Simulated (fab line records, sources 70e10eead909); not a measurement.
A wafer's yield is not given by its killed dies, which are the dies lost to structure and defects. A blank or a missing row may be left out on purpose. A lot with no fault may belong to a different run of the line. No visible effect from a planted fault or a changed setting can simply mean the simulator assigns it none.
Chamber matching / flow nandHarc / pecvd-03 running NHARC_A_STAIRCASE_DEP_471: 3 sister chambers
The step deposits SiO2, target thk 100 nm. 3 wafers are shown with their chamber, then 10 later ones without.

EACH WAFER AND ITS CHAMBER
wafer=L087.6; chamber=1; throttleValvePct (%)=16.6
wafer=L089.1; chamber=0; throttleValvePct (%)=16.6
wafer=L089.4; chamber=2; throttleValvePct (%)=16.0

WAFERS WHOSE CHAMBER IS MISSING
wafer=L089.5; throttleValvePct (%)=16.3
wafer=L092.1; throttleValvePct (%)=16.0
wafer=L092.3; throttleValvePct (%)=16.9
wafer=L092.5; throttleValvePct (%)=16.0
wafer=L094.2; throttleValvePct (%)=16.5
wafer=L094.4; throttleValvePct (%)=16.0
wafer=L094.5; throttleValvePct (%)=16.7
wafer=L093.2; throttleValvePct (%)=16.2
wafer=L093.3; throttleValvePct (%)=16.5
wafer=L093.6; throttleValvePct (%)=16.2

WHICH CHAMBER EACH ONE RAN IN
wafer=L089.5; from the rows above=can't be placed: 0 or 1 or 2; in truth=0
wafer=L092.1; from the rows above=2; in truth=2
wafer=L092.3; from the rows above=can't be placed: 0 or 1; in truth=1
wafer=L092.5; from the rows above=2; in truth=2
wafer=L094.2; from the rows above=can't be placed: 0 or 1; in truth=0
wafer=L094.4; from the rows above=2; in truth=2
wafer=L094.5; from the rows above=can't be placed: 0 or 1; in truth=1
wafer=L093.2; from the rows above=can't be placed: 2 or 0 or 1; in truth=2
wafer=L093.3; from the rows above=can't be placed: 0 or 1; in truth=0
wafer=L093.6; from the rows above=can't be placed: 2 or 0 or 1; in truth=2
Correctly placed: 3 of 10. From these rows, 7 cannot be placed; in 7 the true chamber is one of the candidates. 0 placed wrongly.
How it was worked out, from the rows above alone: a wafer's distance from a chamber is the root of the sum, over the readings, of the square of ((its reading less the chamber's mean) divided by the reading's scatter). If the next closest chamber is less than 2 further off than the closest, the wafer can't be placed; otherwise it belongs to the closest. A chamber's mean is the mean of its shown wafers. The scatter (one wafer shown for each chamber): square how far every hidden wafer sits from the nearest shown wafer, average those squares and take the square root.
